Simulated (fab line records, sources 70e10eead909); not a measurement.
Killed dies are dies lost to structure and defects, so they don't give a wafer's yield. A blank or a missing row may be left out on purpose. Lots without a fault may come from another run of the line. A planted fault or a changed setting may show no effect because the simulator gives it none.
Which tool did it? | flow nand_harc | 14 lots, 42 wafers sampled, at 5 steps of a route of 1302

WHAT THE GAUGES READ, wafer by wafer
NHARC_P_STI_CD_MEAS_09: target cd 200 nm.
lot  | measured     | on        | cd_nm (nm)
L507 | day 3 04:58  | cd_sem-03 | 199.2 199.6 198.3
L508 | day 3 09:47  | cd_sem-02 | 202.1 201.8 202.4
L509 | day 3 16:15  | cd_sem-02 | 201.5 201.8 201.9
L510 | day 4 01:23  | cd_sem-03 | 198.0 198.8 198.6
L511 | day 4 12:45  | cd_sem-01 | 202.4 199.5 199.9
L512 | day 4 23:38  | cd_sem-03 | 201.2 200.7 200.2
L514 | day 5 16:21  | cd_sem-01 | 200.7 196.5 198.1
L515 | day 6 04:52  | cd_sem-02 | 203.6 202.0 202.0
L516 | day 6 16:46  | cd_sem-03 | 196.5 198.5 199.6
L518 | day 7 12:52  | cd_sem-03 | 199.5 198.7 198.7
L522 | day 9 05:50  | cd_sem-01 | 200.1 200.4 198.3
L525 | day 10 10:31 | cd_sem-03 | 222.0 225.5 222.6 222.0 225.2 222.4
L526 | day 10 18:43 | cd_sem-01 | 221.8 219.9 220.3 222.2 220.0 220.6
L529 | day 12 00:21 | cd_sem-03 | 201.0 200.6 202.5

NHARC_P_STI_OCD_MEAS_17.
lot  | measured     | on     | trench_depth_nm (nm)                | trench_foot_cd_nm (nm)
L507 | day 3 05:44  | ocd-02 | 296.2 302.6 297.5                   | 158.1 157.7 156.8
L508 | day 3 10:34  | ocd-02 | 306.5 301.2 302.9                   | 158.5 159.4 160.3
L509 | day 3 17:02  | ocd-01 | 299.3 301.1 299.6                   | 159.4 159.6 160.0
L510 | day 4 02:13  | ocd-02 | 299.1 300.2 296.3                   | 155.9 156.4 156.9
L511 | day 4 13:32  | ocd-01 | 301.1 306.8 302.4                   | 160.0 157.2 157.6
L512 | day 5 00:28  | ocd-01 | 300.5 298.7 293.8                   | 159.0 158.8 158.5
L514 | day 5 17:08  | ocd-02 | 305.4 300.6 301.9                   | 158.0 154.8 156.1
L515 | day 6 05:40  | ocd-01 | 302.9 304.9 302.7                   | 161.3 159.5 159.7
L516 | day 6 17:32  | ocd-02 | 298.9 299.3 298.3                   | 154.9 156.8 157.6
L518 | day 7 13:40  | ocd-01 | 300.3 300.3 295.4                   | 157.4 156.4 157.7
L522 | day 9 06:37  | ocd-02 | 298.2 300.5 299.9                   | 158.6 158.2 156.1
L525 | day 10 18:34 | ocd-01 | 299.5 305.0 301.7 299.6 305.1 300.9 | 180.0 183.6 180.7 179.9 183.2 180.5
L526 | day 10 23:08 | ocd-01 | 300.0 301.4 299.4 299.9 301.3 299.6 | 180.4 177.9 178.8 180.4 178.0 178.0
L529 | day 12 01:12 | ocd-01 | 296.2 297.8 297.8                   | 159.7 158.9 160.5

WHICH TOOL RAN EACH LOT (tool, then ch and the chambers of the sampled wafers, then the start)
lot  | NHARC_P_ZERO_WELL_ETCH_63       | NHARC_P_ZERO_WELL_DESCUM_39       | NHARC_P_STI_PEB_07
L507 | rie_si-04 ch 0,1,2, day 1 21:39 | rie_diel-03 ch 0,1,2, day 2 00:27 | litho_track-03 ch 0, day 3 04:52
L508 | rie_si-01 ch 1,3, day 2 07:44   | rie_diel-12 ch 1,3, day 2 10:31   | litho_track-07 ch 0, day 3 09:42
L509 | rie_si-02 ch 0,2,3, day 2 17:31 | rie_diel-08 ch 0,1,2, day 2 20:08 | litho_track-02 ch 0, day 3 16:10
L510 | rie_si-02 ch 1,2,3, day 3 03:46 | rie_diel-03 ch 0,1,3, day 3 06:35 | litho_track-07 ch 0, day 4 01:18
L511 | rie_si-01 ch 1,2, day 3 13:40   | rie_diel-12 ch 0,1, day 3 16:10   | litho_track-07 ch 0, day 4 12:40
L512 | rie_si-01 ch 0,1,2, day 3 23:40 | rie_diel-12 ch 0,1,3, day 4 02:17 | litho_track-07 ch 0, day 4 23:33
L514 | rie_si-04 ch 0,2, day 4 19:40   | rie_diel-03 ch 0,1,3, day 4 22:09 | litho_track-03 ch 0, day 5 16:16
L515 | rie_si-04 ch 0,1, day 5 05:46   | rie_diel-08 ch 0,2, day 5 08:22   | litho_track-07 ch 0, day 6 04:46
L516 | rie_si-01 ch 0,2,3, day 5 15:45 | rie_diel-12 ch 0,1, day 5 18:21   | litho_track-03 ch 0, day 6 16:40
L518 | rie_si-01 ch 1,2, day 6 11:49   | rie_diel-12 ch 0,1,3, day 6 14:28 | litho_track-03 ch 0, day 7 12:47
L522 | rie_si-02 ch 0,3, day 8 03:45   | rie_diel-08 ch 0,3, day 8 06:41   | litho_track-07 ch 0, day 9 05:45
L525 | rie_si-02 ch 1,2, day 9 09:37   | rie_diel-12 ch 1,2,3, day 9 12:07 | litho_track-07 ch 0, day 10 10:25
L526 | rie_si-04 ch 1,3, day 9 19:40   | rie_diel-08 ch 1,2,3, day 9 22:18 | litho_track-07 ch 0, day 10 18:38
L529 | rie_si-02 ch 0,1, day 11 01:43  | rie_diel-03 ch 0,1, day 11 04:23  | litho_track-03 ch 0, day 12 00:16
- NHARC_P_ZERO_WELL_ETCH_63: etches the open film in HBr/Cl2, target depth 120 nm, time 40.1 s.
- NHARC_P_ZERO_WELL_DESCUM_39: chemistry O2, time 3 s.
- NHARC_P_STI_PEB_07: peb time 80 s.

WHAT THE TOOLS THEMSELVES READ (means of the sampled wafers that have a number; where no wafer has one, the mark that the record gives instead)
NHARC_P_ZERO_WELL_ETCH_63.
lot  | tool      | drypump_motor_current_A (A) | oes_product_au (a.u.) | throttle_valve_pct (%)
L507 | rie_si-04 | 5.8                         | 0.992                 | 26.406
L508 | rie_si-01 | 5.7                         | 0.998                 | 26.413
L509 | rie_si-02 | 5.4                         | 0.998                 | 26.411
L510 | rie_si-02 | 5.2                         | 0.993                 | 26.407
L511 | rie_si-01 | 5.6                         | 0.993                 | 26.407
L512 | rie_si-01 | 5.9                         | 0.990                 | 26.406
L514 | rie_si-04 | 5.7                         | 0.994                 | 26.415
L515 | rie_si-04 | 5.8                         | 0.996                 | 26.420
L516 | rie_si-01 | 5.9                         | 0.993                 | 26.406
L518 | rie_si-01 | 5.6                         | 0.995                 | 26.407
L522 | rie_si-02 | 5.4                         | 1.004                 | 26.398
L525 | rie_si-02 | 5.2                         | 1.003                 | 26.399
L526 | rie_si-04 | 5.8                         | 0.993                 | 26.416
L529 | rie_si-02 | 5.9                         | 0.995                 | 26.407

NHARC_P_ZERO_WELL_DESCUM_39.
lot  | tool        | drypump_motor_current_A (A) | oes_product_au (a.u.) | rf_vpp_V (V) | showerhead_plenum_p_Torr (Torr) | throttle_valve_pct (%)
L507 | rie_diel-03 | 5.28                        | 1.006                 | 57.9         | 1.91                            | 11.311
L508 | rie_diel-12 | 5.60                        | 1.003                 | 57.9         | 1.97                            | 11.307
L509 | rie_diel-08 | 5.99                        | 0.997                 | 56.6         | 1.84                            | 11.309
L510 | rie_diel-03 | 5.26                        | 0.996                 | 57.4         | 1.90                            | 11.305
L511 | rie_diel-12 | 5.53                        | 1.007                 | 58.6         | 1.95                            | 11.315
L512 | rie_diel-12 | 5.54                        | 0.996                 | 57.6         | 1.94                            | 11.314
L514 | rie_diel-03 | 5.25                        | 0.999                 | 57.7         | 1.90                            | 11.313
L515 | rie_diel-08 | 5.78                        | 0.996                 | 58.3         | 1.85                            | 11.308
L516 | rie_diel-12 | 5.55                        | 1.010                 | 57.0         | 1.95                            | 11.314
L518 | rie_diel-12 | 5.54                        | 1.001                 | 58.4         | 1.94                            | 11.317
L522 | rie_diel-08 | 5.49                        | 1.002                 | 58.4         | 1.84                            | 11.307
L525 | rie_diel-12 | 5.44                        | 1.007                 | 57.5         | 1.92                            | 11.312
L526 | rie_diel-08 | 5.91                        | 0.985                 | 57.0         | 1.80                            | 11.307
L529 | rie_diel-03 | 5.21                        | 1.007                 | 57.8         | 1.84                            | 11.318

NHARC_P_STI_PEB_07.
lot  | tool           | heater_power_total_W (W) | plate_temp_C (C)
L507 | litho_track-03 | 190.2                    | 128.06
L508 | litho_track-07 | 189.7                    | 127.79
L509 | litho_track-02 | 190.4                    | 128.13
L510 | litho_track-07 | 190.0                    | 128.21
L511 | litho_track-07 | 189.7                    | 128.09
L512 | litho_track-07 | 189.6                    | 127.78
L514 | litho_track-03 | 190.5                    | 128.09
L515 | litho_track-07 | 190.2                    | 128.01
L516 | litho_track-03 | 189.5                    | 128.15
L518 | litho_track-03 | 190.1                    | 127.90
L522 | litho_track-07 | 189.9                    | 128.02
L525 | litho_track-07 | 196.7                    | 131.63
L526 | litho_track-07 | 196.5                    | 131.56
L529 | litho_track-03 | 189.7                    | 128.07

THE ANSWER, worked out from the rows above alone
Rule: what is usual is taken from the lots themselves. Put in order of their means at a reading, lots are off if they are a third of the lots or fewer, leave a main group of 4 or more, and stand apart from it by a gap of 3 or more times the standard deviation of the main group's means; of several such gaps the widest counts. A main group whose means are all the same, to the digits that the tables above print for the reading, isn't used. A lot without any number at a reading at which 4 lots or more have one is off too. The other lots that the step has rows for count as sound. The gauges are gone through in route order, then the tools' own readings, and for those a lot's mean is taken as printed above. The first step at which some lot is off is used, and at that step the reading that is off furthest; a lot without a number counts as furthest.
Off: L525, L526, at NHARC_P_STI_CD_MEAS_09 (cd_nm). The main group: mean 200.1 nm, standard deviation 1.5.
A tool fits if, at a process step before that reading, it ran every lot that is off, and no sound lot after the first of them. The gauges at NHARC_P_STI_CD_MEAS_09 aren't tried: what is off there is off at NHARC_P_STI_OCD_MEAS_17 too, on other tools, and a gauge's error can't cause that. One fits: litho_track-07 at NHARC_P_STI_PEB_07. Its last sound lot is L522 (day 9 05:45), its first lot that is off L525 (day 10 10:25): a fault that began between those two fits.
The tool's own readings at NHARC_P_STI_PEB_07 bear it out: on the lots that are off they differ by more than 5 times the standard deviation of the sound lots' means. heater_power_total_W reads 196.6 W there against 190.0 W on the sound lots; plate_temp_C reads 131.59 C there against 128.03 C on the sound lots.

WHAT THE SIMULATOR HAD PUT IN
Process parameter drift: litho_track-07, from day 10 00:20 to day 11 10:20, at NHARC_P_STI_PEB_07. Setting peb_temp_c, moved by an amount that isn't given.
Lots struck among those shown: L525, L526. The rule above found the same.
